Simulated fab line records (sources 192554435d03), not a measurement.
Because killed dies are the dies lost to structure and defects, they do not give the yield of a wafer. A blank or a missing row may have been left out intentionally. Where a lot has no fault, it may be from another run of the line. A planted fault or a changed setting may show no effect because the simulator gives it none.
Problem report in the 8D (eight disciplines) form, filled by code	flow n5-finfet	the parts of the form that need people (team, actions taken, sign-off) are left out

## 1. WHAT IS WRONG
Wafers with no fault read 4 with a standard deviation of 3.4, whereas killed-at-other at N5_PASSIVATION_PROBE_49 reads a mean of 1087 on 1 wafer of 1 lot. That is +99 or more standard deviations from the usual mean.
Earliest sighting: wafer L411.2 on prober-01 at day 17 14:05. The record holds 17 wafers of 6 lots with a number at this step. Rule for "out" (also "out of limits"): further than 4 standard deviations from the usual mean. The rest of the wafers with a number are treated as sound.

## 2. WHAT IT IS AND WHAT IT IS NOT
question	is	is not
which readings at this step	killed-at-other, defect-limited-yield, killed-dies, killed-on-rim, sort-n-pass, sort-yield-pct	killed_at_M0_to_M3, killed_at_M4_up, killed-at-contacts, killed-at-front-end, killed-open, killed-short, sort_bin_4_leakage, sort_bin_5_function, sort_bin_6_memory, sort_bin_8_speed
which lots	L411	L394, L396, L400, L404, L405
which wafers of those lots	L411.2	L411.1, L411.5
read on which tools	prober-01	prober-02
when	from day 17 14:05	up to then (15 sound wafers); but 1 sound wafer of L411 came after

## 3. WHAT RULES OUT EACH SUSPECT
Counting: a tool at a process step up to the reading stays a suspect if it ran every lot that is out. Sound lots after the first of them don't rule it out here, since some wafers of a struck lot are sound.
- ald-hk-01 at N5_MIM_TOP_ALD_02 (deposits Al2O3, purge time 3 s, co reactant pulse time 3 s): kept. L411, the lot that is out, went through it at day 17 00:52; up to then, the latest sound lot through it was L405 at day 16 03:45. Because N5_MIM_TOP_ALD_02 lacks a start for some lots, the hours and order of its lots are taken from N5_MIM_TOP_LITHO_CD_MEAS_08.
- pvd-sputter-03 at N5_PASSIVATION_SPUTTER_20 (material TaN, target thk 50 nm): kept. L411, the lot that is out, went through it at day 17 07:50; up to then, the latest sound lot through it was L404 at day 15 13:22.
- prober-01 at N5_PASSIVATION_PROBE_49: kept. L411, the lot that is out, went through it at day 17 14:02; up to then, the latest sound lot through it was L400 at day 14 07:57. Its own readings are out on those wafers: defect-limited-yield, killed-at-other, killed-dies, killed-on-rim, sort-n-pass, sort-yield-pct.
- At N5_MIM_TOP_ALD_02 on ald-hk-01, chamber 2 took the sound wafers of the same lots and chamber 3 took the wafers that are out.
The count leaves ald-hk-01 at N5_MIM_TOP_ALD_02, pvd-sputter-03 at N5_PASSIVATION_SPUTTER_20, and prober-01 at N5_PASSIVATION_PROBE_49.

## 4. THE CAUSE (what the simulator had put in)
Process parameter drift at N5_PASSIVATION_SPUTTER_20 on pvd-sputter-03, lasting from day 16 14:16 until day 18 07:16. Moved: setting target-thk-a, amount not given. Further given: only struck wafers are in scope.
3 suspects survive the count, and this tool is in that group.

## 5. SEQUENCE OF EFFECTS, ordered by route
Each row: a reading whose mean over the struck wafers that have a number lies more than 3 standard deviations from the usual. Readings are gone through only where the record gives a usual standard deviation; hours: the median, over the lots, of the time from a lot's start at the first step in this table giving one to that lot's start at this step; sigmas: the change measured in usual standard deviations.
hours	step	reading	usual	on struck wafers	change	sigmas
0	N5_PASSIVATION_PROBE_49	defect-limited-yield	91.0 %	0.0	-91.0	-65
0	N5_PASSIVATION_PROBE_49	killed-at-other	4	1087	+1083	+99 or more
0	N5_PASSIVATION_PROBE_49	killed-dies	106	1180	+1074	+67
0	N5_PASSIVATION_PROBE_49	killed-on-rim	13	152	+139	+35
0	N5_PASSIVATION_PROBE_49	sort-n-pass	1070	0	-1070	-38
0	N5_PASSIVATION_PROBE_49	sort-yield-pct	90.7 %	0.0	-90.7	-38
Here are the process steps it includes:
- N5_PASSIVATION_PROBE_49

## 6. WHAT WOULD HAVE CAUGHT IT SOONER
24 hours passed between the start of the fault at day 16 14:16 and the first reading out of limits in this record, taken at day 17 14:05.
Of the tool readings at N5_PASSIVATION_SPUTTER_20 for which the record gives a usual standard deviation, none was out on any struck wafer, so an alarm limit of 4 standard deviations on them would not have fired.
Each of the lots that are out, 1 in all, had begun N5_PASSIVATION_SPUTTER_20 on pvd-sputter-03 no later than day 17 14:05. Had the tool been put on hold then, not one of them would have been saved.
